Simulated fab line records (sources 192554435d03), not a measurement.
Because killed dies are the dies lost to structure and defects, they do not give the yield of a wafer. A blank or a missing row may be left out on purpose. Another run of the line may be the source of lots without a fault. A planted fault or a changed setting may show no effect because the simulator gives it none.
A struck lot beside a sound one || flow n5-finfet || 14 steps out of a route of 1938
Sound: these wafers, L456.1, L456.2, L456.5. The struck wafers were L473.2, L473.3, L473.6. The cause comes at the end.
For every step that has rows: the tool of each side, followed by ch and its chambers, followed by its first start. Under that, the readings that differ: sound wafers || struck wafers || difference of the means || sigmas: that difference in standard deviations of wafers without a fault.
alike: readings whose means differ by less than 2 such deviations, and words and numbers that are the same on both sides. not compared: withheld readings, readings that some wafer has no value for, bounds like >300 that may hide the same value, and numbers for which the record gives no deviation and whose values overlap.
Wherever a step has rows on one side only, a row that says differs or no value, or a row with sigmas, the two part there. Non-overlapping numbers with no deviation appear without sigmas and do not part them. A reading that every wafer of one side lacks parts them only if that side has two wafers or more.

N5_MIM_BOT_ETCH_ETCH_00: etches TiN in Cl2/BCl3, target depth 45.5 nm.
  sound on rie-metal-03 ch 0,1, day 12 07:39; struck on rie-metal-03 ch 1, day 17 04:50
  alike: drypump-motor-current-A, oes-product-au, throttle-valve-pct
  not compared: rf-hours-counter-h
N5_MIM_BOT_ETCH_STRIP_01: strips in O2.
  sound on rie-diel-04 ch 0,1,3, day 12 08:02; struck on rie-diel-06 ch 1,3, day 17 05:02
  alike: drypump-motor-current-A, oes-product-au, rf-vpp-V, showerhead-plenum-p-Torr, throttle-valve-pct
  not compared: rf-hours-counter-h
then, 3 steps without rows for these wafers: N5_MIM_BOT_ETCH_STRIP_02 (strips in post etch residue remover, time 1200 s); N5_MIM_BOT_ETCH_CLEAN_05 (cleans in IPA, time 180 s); N5_MIM_BOT_ETCH_SRD_06 (time 30 s).
N5_PASSIVATION_PECVD_55: deposits SiO2 from SiH4/N2O, target thk 400 nm, time 22.5 s.
  sound on pecvd-01 ch 0,1,2, day 12 08:32; struck on pecvd-04 ch 0,1, day 17 05:32
  alike: heater-power-w, showerhead-plenum-p-Torr, throttle-valve-pct
N5_PASSIVATION_PECVD_01: deposits SiNx from SiH4/NH3/N2, target thk 200 nm, time 43.2 s.
  sound on pecvd-01 ch 0,1,2, day 12 08:35; struck on pecvd-04 ch 0,1, day 17 05:35
  alike: heater-power-w, showerhead-plenum-p-Torr, throttle-valve-pct
then, 5 steps without rows for these wafers: N5_PASSIVATION_HMDS_03 (time 60 s); N5_PASSIVATION_COAT_04; N5_PASSIVATION_EBR_06; N5_PASSIVATION_SOFTBAKE_05 (time 90 s); N5_PASSIVATION_EXPOSE_07 (exposes mask TV, defocus 0 nm, target cd 3000 nm).
N5_PASSIVATION_PEB_08:
  struck on litho-track-04, day 17 06:48; sound on litho-track-01 ch 0, day 12 11:04
{"reading": "exhaust-pa (Pa)", "sound": "45.0 44.2 46.0", "struck": "- - -", "difference": "no value on the struck wafers", "sigmas": ""}
  not compared: chill-plate-temp-C
then, 1 step without rows for these wafers: N5_PASSIVATION_DEVELOP_09 (develop time 60 s).

WHERE THEY PART
N5_PASSIVATION_PEB_08 only, going by this record.

WHY: what the simulator had put in
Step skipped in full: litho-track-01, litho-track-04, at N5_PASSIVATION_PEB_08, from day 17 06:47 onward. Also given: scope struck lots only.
